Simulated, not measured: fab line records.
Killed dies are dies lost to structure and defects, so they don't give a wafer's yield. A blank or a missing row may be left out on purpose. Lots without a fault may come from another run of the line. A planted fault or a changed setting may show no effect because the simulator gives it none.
Matching of chambers    flow n5 finfet    N5_FIN_SAQP_PECVD_48 on pecvd-03 has 3 sister chambers
The step deposits SiNx from SiH4/NH3/N2, target thk 25 nm, time 22.1 s. 3 wafers are shown with their chamber, then 10 later ones without.

## WAFERS, EACH WITH ITS CHAMBER
wafer   chamber  showerhead plenum p Torr (Torr)
L084.1  1        5.33
L087.1  0        5.13
L087.2  2        5.11

## WAFERS WITH NO CHAMBER GIVEN
wafer   showerhead plenum p Torr (Torr)
L087.3  5.33
L087.4  5.13
L087.5  5.14
L087.6  5.33
L089.1  5.12
L089.3  5.32
L089.5  5.32
L094.2  5.12
L094.4  5.12
L094.6  5.34

## CHAMBER TAKEN BY EACH
wafer    from the rows above       in truth
L087.3   1                         1
L087.4   0                         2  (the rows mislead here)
L087.5   0                         0
L087.6   1                         1
L089.1   can't be placed: 0 or 2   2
L089.3   1                         1
L089.5   1                         1
L094.2   can't be placed: 0 or 2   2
L094.4   can't be placed: 0 or 2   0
L094.6   1                         1
6 of 10 placed correctly. Unplaceable from these rows: 3, with the true chamber sitting among the candidates in 3. Placed wrongly: 1.
How it was worked out, from the rows above alone: a wafer's distance from a chamber is the root of the sum, over the readings, of the square of ((its reading less the chamber's mean) divided by the reading's scatter). The wafer belongs to the nearest chamber; if the next one is less than 2 further off, it can't be placed. Each chamber's mean is taken over the wafers shown for it. The scatter (one wafer shown for each chamber): square how far every hidden wafer sits from the nearest shown wafer, average those squares and take the square root.
